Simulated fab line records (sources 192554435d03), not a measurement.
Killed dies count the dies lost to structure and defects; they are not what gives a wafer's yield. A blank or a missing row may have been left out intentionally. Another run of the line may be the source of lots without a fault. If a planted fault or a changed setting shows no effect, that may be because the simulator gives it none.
Chamber matching -- flow n5-finfet -- N5_BEOL_M7_CURE_74 on uv-cure-03: 3 sister chambers
The step cures SiCOH lowk, time 240 s. 20 wafers are shown with their chamber, then 10 later ones without.

== EACH WAFER AND ITS CHAMBER ==
wafer,chamber,wafer_temp_C_max,lamp-power-pct (%)
L074.1,2,387.6,52.27
L074.3,2,387.5,52.23
L074.6,2,387.3,52.41
L075.1,0,386.6,52.39
L075.3,0,386.6,52.30
L075.4,0,386.3,52.36
L080.2,2,387.1,52.41
L080.4,2,387.0,52.28
L080.5,2,387.5,52.32
L083.1,2,387.1,52.29
L083.5,2,387.5,52.39
L083.6,2,387.1,52.30
L082.1,0,386.4,52.33
L082.3,0,386.3,52.31
L082.5,0,386.1,52.31
L085.3,0,386.1,52.43
L085.5,0,386.7,52.39
L085.6,0,386.0,52.26
L087.2,1,386.7,52.31
L087.3,1,386.9,52.33

SIGNATURES (averages over the wafers above)
reading,chamber 0,chamber 1,chamber 2,scatter within a chamber
wafer_temp_C_max,386.344,386.800,387.300,0.235
lamp-power-pct,52.3422,52.3200,52.3222,0.0585
Rule: for each reading, subtract the chamber's mean from the wafer's reading, divide by that reading's scatter and square the result; add these up over the readings and take the root, which gives the wafer's distance from the chamber. If the next closest chamber is less than 2 further off than the closest, the wafer can't be placed; otherwise it belongs to the closest. The scatter: the root of (the sum of the squares of (reading less its chamber's mean) over the shown wafers, divided by (wafers less chambers)).

== WAFERS WHOSE CHAMBER IS MISSING ==
wafer,wafer_temp_C_max,lamp-power-pct (%)
L087.5,386.2,52.37
L089.1,388.0,52.33
L089.5,387.3,52.29
L089.6,386.5,52.32
L093.3,386.3,52.18
L093.4,386.5,52.32
L093.6,387.2,52.26
L094.1,386.5,52.19
L094.5,387.2,52.28
L094.6,386.9,52.23

== WHICH CHAMBER EACH ONE RAN IN ==
wafer,from the rows above,in truth
L087.5,can't be placed: 0 or 1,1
L089.1,2,2
L089.5,can't be placed: 2 or 1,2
L089.6,can't be placed: 0 or 1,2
L093.3,can't be placed: 0 or 1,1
L093.4,can't be placed: 0 or 1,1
L093.6,can't be placed: 2 or 1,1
L094.1,can't be placed: 1 or 0 or 2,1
L094.5,can't be placed: 2 or 1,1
L094.6,can't be placed: 1 or 2 or 0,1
Placed correctly: 1 of 10. From these rows, 9 cannot be placed; in 8 the true chamber is one of the candidates. Number placed wrongly: 0.
